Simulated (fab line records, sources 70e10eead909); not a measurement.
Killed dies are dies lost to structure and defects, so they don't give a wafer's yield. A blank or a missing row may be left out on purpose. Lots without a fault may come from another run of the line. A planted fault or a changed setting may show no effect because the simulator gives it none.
fab line records | flow nand_harc
record lots=6 wafers=18 last_day=26
route steps=1159 shown P_M2@349 P_BONDPAD@351 END@1159
lots that met no fault: from a run of the same line without faults
start_h: hours from the record's first day to the start of the lot's first wafer shown | wait_h: hours since the lot's step before | " the same as in the row above | L1.1+2: a row that stands for several wafers | - no value, or no start given | * or withheld: withheld | < > ~ a bound
route shown NAME@n: a module of which the file shows steps, and the number in the route of the first | usual: mean/standard deviation of fault-free wafers | same: alike in all rows | chamber/n: place in a boat | sites: the reading at each site | _std_site: their standard deviation | _edge_site: outer sites' mean less inner sites' | radius_mm: how far each site lies from the wafer's centre | mask NAME#n: copy n | behind: the tool/chamber that last shaped the wafer | hold: why the lot was held/for how many hours/how that ended | device: the transistor (n, p or np) that didn't switch | end of line: the same wafers' tests at the end of the route | a step without rows: its recipe alone | killed: dies lost to structure and defects at the first sort, not the wafer's yield | map: a wafer's dies, x killed, . not, _ none there
set.NAME: the setting as run; set.NAME@STEP: as run at that earlier step | model.NAME: the simulator's own value behind a step, which no gauge read
lots at some steps of the route; a table a step, a row a wafer
services: from which hour (start_h, from the record's first day; less than 0 if before it) a tool's chamber was out of use, for how many hours, and why
## steps
# step NHARC_P_M2_PRE_CLEAN_32
# recipe time_s=12 temp_c=370 rf_power_w=300 gas=NH3
# usual heater_power_w=664/59
# columns lot.wafer tool chamber start_h wait_h heater_power_w
L552.2 pecvd-01 2 127.95 0.1 747
L552.4 " 0 " " 764
L552.5 " 1 " " 621
L557.1 pecvd-04 1 159.54 0.1 654
L557.5 " 1 " " 661
L557.6 " 0 " " 580
L562.2 pecvd-03 0 190.43 0.1 650
L562.5 " 0 " " 648
L562.4 " 1 " " 663
L563.2 pecvd-03 0 202.78 0.3 715
L563.1 " 1 " " 673
L563.5 " 1 " " 664
L569.2 pecvd-03 1 233.26 0.1 638
L569.1 " 2 " " 597
L569.6 " 2 " " 608
L571.3 pecvd-03 0 250.46 0.1 700
L571.2 " 1 " " 677
L571.1 " 2 " " 725
# step NHARC_P_M2_DEP_33
# recipe target_thk_a=300 temp_c=370 target_thk_nm=30 pressure_torr=3 flow_sccm=200 rf_w=450 material=SiCN
# usual chamber_pressure_Torr=3.000/0.0066 heater_power_w=612/68
# columns lot.wafer tool chamber start_h wait_h chamber_pressure_Torr heater_power_w
L552.2 pecvd-01 2 128.03 0.1 2.999 760
L552.4 " 0 " " 2.999 663
L552.5 " 1 " " 3.008 620
L557.1 pecvd-04 1 159.62 0.1 3.005 615
L557.5 " 1 " " 3.016 614
L557.6 " 0 " " 3.001 536
L562.2 pecvd-03 0 190.51 0.1 3.003 579
L562.5 " 0 " " 2.992 582
L562.4 " 1 " " 2.997 657
L563.2 pecvd-03 0 202.86 0.1 3.001 565
L563.1 " 1 " " 3.001 653
L563.5 " 1 " " 2.995 646
L569.2 pecvd-03 1 233.38 0.1 3.006 602
L569.1 " 2 " " 3.004 673
L569.6 " 2 " " 3.007 666
L571.3 pecvd-03 0 250.54 0.1 3.008 620
L571.2 " 1 " " 3.017 600
L571.1 " 2 " " 2.999 654
# step NHARC_P_BONDPAD_DEP_00
# recipe target_thk_a=2500 temp_c=370 target_thk_nm=250 pressure_torr=3 flow_sccm=200 rf_w=450 material=SiCN
# usual chamber_pressure_Torr=3.000/0.0057 heater_power_w=594/69
# columns lot.wafer tool chamber start_h wait_h chamber_pressure_Torr heater_power_w
L552.2 pecvd-01 0 - - 2.998 670
L552.4 " 1 " " 3.002 596
L552.5 " 2 " " 3.001 648
L557.1 pecvd-01 0 160.14 - 2.992 635
L557.5 " 0 " " 2.995 641
L557.6 " 1 " " 2.996 534
L562.2 pecvd-04 2 190.97 - 2.993 552
L562.4 " 2 " " 3.000 537
L562.5 " 0 " " 3.002 535
L563.2 pecvd-01 2 203.30 - 2.998 739
L563.1 " 0 " " 2.993 673
L563.5 " 1 " " 2.999 488
L569.2 pecvd-04 0 233.92 0.5 2.998 579
L569.1 " 1 " " 2.998 584
L569.6 " 2 " " 2.998 580
L571.2 pecvd-04 1 250.93 - 2.998 615
L571.3 " 2 " " 2.987 526
L571.1 " 0 " " 2.991 472
# step NHARC_P_BONDPAD_CMP_32
# recipe target_thk_nm=200 material=SiCN
# usual motor_current_A=12.0/1.1 slurry_filter_dp_kPa=13.50/0.14
# columns lot.wafer tool chamber start_h wait_h motor_current_A slurry_filter_dp_kPa
L552.2 cmp-04 0 128.85 - 11.3 13.55
L552.4 " 1 " " 12.8 13.35
L552.5 " 0 " " 11.7 13.51
L557.1 cmp-03 0 160.63 - 13.2 13.34
L557.5 " 2 " " 13.9 13.46
L557.6 " 3 " " 11.1 13.75
L562.2 cmp-01 1 191.38 - 12.0 13.65
L562.4 " 2 " " 13.2 13.35
L562.5 " 0 " " 12.5 13.28
L563.1 cmp-01 2 203.73 - 13.7 13.38
L563.2 " 3 " " 11.3 13.27
L563.5 " 2 " " 13.6 13.29
L569.2 cmp-04 0 234.35 - 11.7 13.58
L569.1 " 2 " " 12.8 13.50
L569.6 " 3 " " 10.5 13.40
L571.2 cmp-03 0 251.33 - 11.8 13.58
L571.1 " 1 " " 10.9 13.72
L571.3 " 2 " " 13.2 13.81
# step NHARC_P_BONDPAD_THK_MEAS_33
# recipe thk_meas_gauge=ellipsometry
# usual thk_nm=200.8/1.9
# columns lot.wafer tool chamber start_h wait_h thk_nm
L552.2 film_metro-02 - 129.07 0.2 199.8
L552.4 " - " " 202.1
L552.5 " - " " 199.9
L557.1 film_metro-02 - 160.83 0.2 198.5
L557.5 " - " " 198.2
L557.6 " - " " 197.2
L562.2 film_metro-01 - 191.58 0.2 202.2
L562.4 " - " " 200.3
L562.5 " - " " 199.3
L563.1 film_metro-02 - 203.96 0.2 199.8
L563.2 " - " " 199.7
L563.5 " - " " 201.2
L569.1 film_metro-01 - 234.58 0.1 199.0
L569.2 " - " " 201.2
L569.6 " - " " 201.8
L571.1 film_metro-02 - 251.58 0.2 201.4
L571.2 " - " " 201.1
L571.3 " - " " 200.2
# step NHARC_P_BONDPAD_SRD_34
# step NHARC_P_BONDPAD_DEHYDRATE_01
# recipe temp_c=150 time_s=120
# step NHARC_P_BONDPAD_HMDS_02
# recipe time_s=30
# step NHARC_P_BONDPAD_COAT_36
# recipe temp_c=200 time_s=65
# step NHARC_P_BONDPAD_COAT_03
# recipe spin_rpm=2000 resist_thk_nm=600
# step NHARC_P_BONDPAD_SOFTBAKE_04
# recipe temp_c=125 time_s=70
# step NHARC_P_BONDPAD_EBR_05
# step NHARC_P_BONDPAD_EXPOSE_06
# recipe na=0.55 dose_mj=37.06 mask_id=P_BPAD
# usual exposure_dose_mJ_cm2=37.05/0.036 stage_vel_mm_s=500.02/0.3
# columns lot.wafer tool chamber start_h wait_h mask exposure_dose_mJ_cm2 stage_vel_mm_s
L552.2 krf_scanner-03 0 129.37 - P_BPAD#0 37.05 499.36
L552.4 " 0 " " P_BPAD#0 37.09 499.79
L552.5 " 0 " " P_BPAD#0 37.11 499.50
L557.1 krf_scanner-02 0 161.25 - P_BPAD#0 37.05 499.89
L557.5 " 0 " " P_BPAD#0 37.03 500.03
L557.6 " 0 " " P_BPAD#0 37.10 500.04
L562.2 krf_scanner-03 0 192.00 - P_BPAD#0 49.00 499.95
L562.4 " 0 " " P_BPAD#0 49.04 499.77
L562.5 " 0 " " P_BPAD#0 49.07 499.85
L563.1 krf_scanner-03 0 204.25 - P_BPAD#0 46.68 500.16
L563.2 " 0 " " P_BPAD#0 46.72 499.91
L563.5 " 0 " " P_BPAD#0 46.71 499.84
L569.1 krf_scanner-02 0 237.81 - P_BPAD#0 37.01 499.36
L569.2 " 0 " " P_BPAD#0 37.02 499.78
L569.6 " 0 " " P_BPAD#0 36.97 499.63
L571.1 krf_scanner-01 0 252.00 - P_BPAD#0 37.14 500.84
L571.2 " 0 " " P_BPAD#0 37.12 500.62
L571.3 " 0 " " P_BPAD#0 37.07 500.58
# step NHARC_P_BONDPAD_PEB_07
# recipe peb_temp_c=128 peb_time_s=80
# step NHARC_P_BONDPAD_DEVELOP_08
# recipe time_s=50 dev_temp_c=22
# step NHARC_P_BONDPAD_CD_MEAS_09
# recipe target_cd_nm=500 landing_energy_ev=500
# usual cd_nm=499.6/2.5
# columns lot.wafer tool chamber start_h wait_h cd_nm
L552.2 cd_sem-01 0 129.52 - 497.5
L552.4 " 0 " " 499.4
L552.5 " 0 " " 501.5
L557.1 cd_sem-03 0 161.40 - 499.3
L557.5 " 0 " " 498.2
L557.6 " 0 " " 502.1
L562.2 cd_sem-02 0 192.15 - 511.2
L562.4 " 0 " " 507.1
L562.5 " 0 " " 509.0
L563.1 cd_sem-03 0 204.40 - 511.4
L563.2 " 0 " " 505.8
L563.5 " 0 " " 507.5
L569.1 cd_sem-03 0 237.96 - 502.3
L569.2 " 0 " " 500.4
L569.6 " 0 " " 498.6
L571.1 cd_sem-01 0 252.15 - 498.6
L571.2 " 0 " " 497.9
L571.3 " 0 " " 500.2
# step NHARC_P_BONDPAD_OVL_MEAS_38
# usual overlay_x_nm=1/7.5 overlay_y_nm=-1/4.3
# columns lot.wafer tool chamber start_h wait_h overlay_x_nm overlay_y_nm
L552.2 overlay-01 - 129.60 - 13 1
L552.4 " - " " 13 1
L552.5 " - " " 13 1
L557.1 overlay-02 - 161.48 - 19 -9
L557.5 " - " " 17 -10
L557.6 " - " " 17 -10
L562.2 overlay-01 - 192.24 - 3 -3
L562.4 " - " " 2 -3
L562.5 " - " " 3 -2
L563.1 overlay-01 - 204.49 - -11 -2
L563.2 " - " " -11 -2
L563.5 " - " " -11 -1
L569.1 overlay-02 - 238.05 - -3 3
L569.2 " - " " -3 3
L569.6 " - " " -3 3
L571.1 overlay-02 - 252.24 - 7 -2
L571.2 " - " " 6 -2
L571.3 " - " " 6 -1
# step NHARC_END_SORT_01
# recipe temp_c=25
# usual defect_limited_yield=95.4/1.7 killed_at_array=27/12 killed_at_other=0.9/1.1 killed_at_periphery=3.2/2.4 killed_dies=31/12 killed_open=3.3/1.7 killed_short=2.0/1.6 sort_bin_2_pct=1.5/0.74 sort_bin_3_pct=0.25/0.22 sort_bin_4_pct=2.9/1.1 sort_n_pass=646/12 sort_rim_yield_pct=97.2/1.8 sort_yield_pct=95.4/1.7
# same gross_dies=677 sort_bin_5_pct[%]=0 sort_bin_6_pct[%]=0 sort_bin_7_pct[%]=0 sort_bin_8_pct[%]=0 sort_rim_n_gross=106.00
# columns lot.wafer tool chamber start_h wait_h defect_limited_yield[%] killed_at_array killed_at_other killed_at_periphery killed_dies killed_open killed_short sort_bin_2_pct[%] sort_bin_3_pct[%] sort_bin_4_pct[%] sort_n_pass sort_rim_yield_pct[%] sort_yield_pct[%]
L552.2 prober-02 0 450.02 2.8 94.1 36 1 3 40 3 2 1.2 0.59 4.1 637 94.3 94.1
L552.4 prober-02 0 451.60 3.4 94.4 34 1 3 38 5 2 1.9 0.15 3.5 639 95.3 94.4
L552.5 prober-02 0 452.38 3.6 95.3 28 0 4 32 5 0 1.5 0.15 3.1 645 98.1 95.3
L557.1 prober-02 0 555.73 2.5 96.9 19 0 2 21 5 4 0.3 0.15 2.7 656 97.2 96.9
L557.5 prober-02 0 558.91 3.7 97.3 13 0 5 18 2 2 0.9 0 1.8 659 97.2 97.3
L557.6 prober-02 0 559.71 4.0 98.7 8 0 1 9 3 0 0.4 0 0.9 668 100.0 98.7
L562.2 prober-02 0 572.05 2.8 93.4 39 2 4 45 0 4 1.2 0.59 4.9 632 97.2 93.4
L562.4 prober-02 0 573.65 3.4 93.6 41 1 1 43 2 1 2.2 0.30 3.8 634 96.2 93.6
L562.5 prober-02 0 574.44 3.7 93.2 39 1 6 46 5 1 2.2 0.30 4.3 631 94.3 93.2
L563.1 prober-02 0 579.01 2.5 92.5 46 0 5 51 4 1 2.4 0.59 4.6 626 99.1 92.5
L563.2 prober-02 0 579.82 2.8 93.4 40 0 5 45 1 3 2.8 0.30 3.5 632 94.3 93.4
L563.5 prober-02 0 582.25 3.7 94.2 38 0 1 39 5 0 2.1 0.15 3.5 638 100.0 94.2
L569.1 prober-01 0 594.73 2.5 91.9 51 0 4 55 3 3 3.0 0.15 5.0 622 98.1 91.9
L569.2 prober-01 0 595.51 2.8 90.4 60 0 5 65 3 6 4.6 0.44 4.6 612 93.4 90.4
L569.6 prober-01 0 598.65 3.9 92.8 45 0 4 49 4 1 2.1 0.59 4.6 628 94.3 92.8
L571.1 prober-01 0 625.94 2.5 97.0 16 0 4 20 5 0 0.9 0.30 1.8 657 94.3 97.0
L571.2 prober-01 0 626.72 2.8 95.9 26 1 1 28 3 4 0.9 0 3.2 649 94.3 95.9
L571.3 prober-01 0 627.50 3.1 96.6 22 1 0 23 1 1 1.0 0.15 2.2 654 97.2 96.6
# killed by level:class
L552.2 A_CHANNEL_HOLE_D1:chamber_film_flake=16 A_SGD_CUT:chamber_film_flake=7 A_STAIRCASE:chamber_film_flake=6 P_ZERO_WELL:chamber_film_flake=2 A_ZERO_WELL:chamber_film_flake=2 A_CONTACT:chamber_film_flake=2 P_M0:geometric_particle:short=1 A_SOURCE_PLATE:geometric_particle:open=1
L552.4 A_CHANNEL_HOLE_D1:chamber_film_flake=11 A_SGD_CUT:chamber_film_flake=7 A_ZERO_WELL:chamber_film_flake=3 A_STAIRCASE:chamber_film_flake=3 A_CONTACT:chamber_film_flake=3 A_CHANNEL_FILL_D1:geometric_particle:open=2 P_BONDPAD:chamber_film_flake=2 A_ONON_D1:geometric_particle:open=1
L552.5 A_CHANNEL_HOLE_D1:chamber_film_flake=10 A_SGD_CUT:chamber_film_flake=6 A_STAIRCASE:chamber_film_flake=4 A_CONTACT:chamber_film_flake=3 P_GATE:geometric_particle:open=2 A_ONON_D1:geometric_particle:open=1 A_CONTACT:geometric_particle:open=1 A_M0:geometric_particle:open=1
L557.1 A_STAIRCASE:chamber_film_flake=4 A_CHANNEL_HOLE_D1:chamber_film_flake=3 A_CHANNEL_FILL_D1:geometric_particle:short=2 A_CONTACT:geometric_particle:open=2 A_ZERO_WELL:chamber_film_flake=2 P_M1:geometric_particle:open=1 A_SOURCE_PLATE:geometric_particle:short=1 A_SGD_CUT:geometric_particle:open=1
L557.5 P_GATE:chamber_film_flake=5 A_ZERO_WELL:chamber_film_flake=3 A_CHANNEL_HOLE_D1:chamber_film_flake=2 A_ONON_D1:geometric_particle:short=1 A_WL_FILL:geometric_particle:short=1 A_WL_FILL:geometric_particle:open=1 A_CONTACT:geometric_particle:open=1 A_CHANNEL_FILL_D1:chamber_film_flake=1
L557.6 A_CHANNEL_HOLE_D1:chamber_film_flake=3 A_WL_FILL:geometric_particle:open=1 A_CONTACT:geometric_particle:open=1 A_M0:geometric_particle:open=1 P_STI:chamber_film_flake=1 A_ZERO_WELL:chamber_film_flake=1 A_WL_FILL:chamber_film_flake=1
L562.2 A_CHANNEL_HOLE_D1:chamber_film_flake=14 A_SLIT:chamber_film_flake=14 A_STAIRCASE:chamber_film_flake=3 A_WL_FILL:chamber_film_flake=3 A_CONTACT:chamber_film_flake=3 THIN_TSV:chamber_film_flake=2 P_M0:geometric_particle:short=1 P_M2:geometric_particle:short=1
L562.4 A_CHANNEL_HOLE_D1:chamber_film_flake=16 A_SLIT:chamber_film_flake=15 A_STAIRCASE:chamber_film_flake=3 A_CONTACT:chamber_film_flake=3 A_WL_FILL:geometric_particle:short=1 A_WL_FILL:geometric_particle:open=1 A_CONTACT:geometric_particle:open=1 P_ZERO_WELL:chamber_film_flake=1
L562.5 A_CHANNEL_HOLE_D1:chamber_film_flake=15 A_SLIT:chamber_film_flake=12 A_CONTACT:chamber_film_flake=5 P_ZERO_WELL:chamber_film_flake=3 A_CONTACT:geometric_particle:open=2 A_STAIRCASE:chamber_film_flake=2 P_CONTACT:geometric_particle:short=1 P_CONTACT:geometric_particle:open=1
L563.1 A_CHANNEL_HOLE_D1:chamber_film_flake=20 A_SLIT:chamber_film_flake=15 A_STAIRCASE:chamber_film_flake=4 A_CHANNEL_FILL_D1:chamber_film_flake=2 A_CONTACT:chamber_film_flake=2 P_CONTACT:geometric_particle:open=1 P_M0:geometric_particle:open=1 P_M1:geometric_particle:open=1
L563.2 A_CHANNEL_HOLE_D1:chamber_film_flake=19 A_SLIT:chamber_film_flake=10 A_STAIRCASE:chamber_film_flake=6 P_GATE:chamber_film_flake=3 A_ONON_D1:geometric_particle:short=2 P_M1:geometric_particle:open=1 A_CHANNEL_FILL_D1:geometric_particle:short=1 P_M2:chamber_film_flake=1
L563.5 A_CHANNEL_HOLE_D1:chamber_film_flake=20 A_SLIT:chamber_film_flake=10 A_STAIRCASE:chamber_film_flake=4 A_CONTACT:geometric_particle:open=3 P_M1:geometric_particle:open=1 A_M0:geometric_particle:open=1
L569.1 A_CHANNEL_HOLE_D1:chamber_film_flake=21 A_SLIT:chamber_film_flake=14 A_STAIRCASE:chamber_film_flake=6 A_CONTACT:chamber_film_flake=4 A_CONTACT:geometric_particle:open=2 P_BONDPAD:chamber_film_flake=2 A_ONON_D1:geometric_particle:short=1 A_CHANNEL_FILL_D1:geometric_particle:open=1
L569.2 A_CHANNEL_HOLE_D1:chamber_film_flake=24 A_SLIT:chamber_film_flake=17 A_STAIRCASE:chamber_film_flake=6 A_CONTACT:chamber_film_flake=6 A_WL_FILL:geometric_particle:short=3 P_BONDPAD:chamber_film_flake=2 P_CONTACT:geometric_particle:open=1 P_M0:geometric_particle:open=1
L569.6 A_CHANNEL_HOLE_D1:chamber_film_flake=20 A_SLIT:chamber_film_flake=13 A_STAIRCASE:chamber_film_flake=4 P_BONDPAD:chamber_film_flake=3 A_CONTACT:geometric_particle:open=2 A_ZERO_WELL:chamber_film_flake=2 P_CONTACT:geometric_particle:open=1 A_CONTACT:geometric_particle:short=1
L571.1 A_STAIRCASE:chamber_film_flake=5 A_CONTACT:chamber_film_flake=4 A_CHANNEL_HOLE_D1:chamber_film_flake=3 P_M0:geometric_particle:open=2 A_CONTACT:geometric_particle:open=2 A_WL_FILL:chamber_film_flake=2 P_CONTACT:geometric_particle:open=1 P_GATE:chamber_film_flake=1
L571.2 A_CONTACT:chamber_film_flake=7 A_CHANNEL_HOLE_D1:chamber_film_flake=6 A_STAIRCASE:chamber_film_flake=6 A_ONON_D1:geometric_particle:short=3 P_GATE:geometric_particle:open=1 A_ONON_D1:geometric_particle:open=1 A_WL_FILL:geometric_particle:short=1 A_CONTACT:geometric_particle:open=1
L571.3 A_CHANNEL_HOLE_D1:chamber_film_flake=9 A_CONTACT:chamber_film_flake=6 A_STAIRCASE:chamber_film_flake=4 A_WL_FILL:chamber_film_flake=2 A_M0:geometric_particle:open=1 STARTING-WAFER:geometric_particle:short=1
## services
# columns tool chamber start_h hours kind
cmp-04 - 105.07 4.0 pm
cmp-01 - 109.31 1.9 repair
pecvd-03 - 111.20 13.0 pm
cmp-01 - 112.28 0.2 repair
krf_scanner-02 - 113.39 0.5 repair
pecvd-04 0 123.23 16.0 repair
pecvd-04 - 126.87 0.9 repair
pecvd-04 2 130.30 5.5 repair
krf_scanner-02 - 147.04 2.5 repair
krf_scanner-02 - 153.90 3.5 repair
cmp-03 - 156.12 4.0 pm
krf_scanner-03 - 168.00 4.0 pm
krf_scanner-02 - 177.75 0.4 repair
cmp-01 - 179.50 4.0 pm
krf_scanner-03 - 192.13 0.7 repair
pecvd-04 - 195.00 13.0 pm
pecvd-01 - 197.14 2.9 repair
cmp-04 - 203.07 4.0 pm
cmp-04 - 208.22 0.2 repair
krf_scanner-02 - 210.00 4.0 pm
cmp-01 - 210.32 0.6 repair
pecvd-03 0 221.68 15.8 repair
pecvd-01 - 237.40 13.0 pm
krf_scanner-03 - 243.71 0.4 repair
## key
first_sign step=NHARC_P_BONDPAD_EXPOSE_06 reading=exposure_dose_mJ_cm2 direction=up sigmas=99+ usual=37.05 struck=47.87
effect step=NHARC_P_BONDPAD_CD_MEAS_09 reading=cd_nm direction=up sigmas=3.7 usual=499.6 struck=508.7 through=control_loop
met_at NHARC_P_BONDPAD_EXPOSE_06
struck_wafers L562.2,L562.4,L562.5,L563.1,L563.2,L563.5
loop_trim step=NHARC_P_BONDPAD_EXPOSE_06 setting=dose lots=L563
onset_between 129.37 192.00
fault kind=process_parameter_drift tool=krf_scanner-03 chamber=- onset_h=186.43 steps=NHARC_P_BONDPAD_EXPOSE_06 channel=dose_mj offset=12.017 shape=step acts_in=these_recipes_only stated=37.06
# loop_trim: a control loop set the setting to another value than it would have without faults
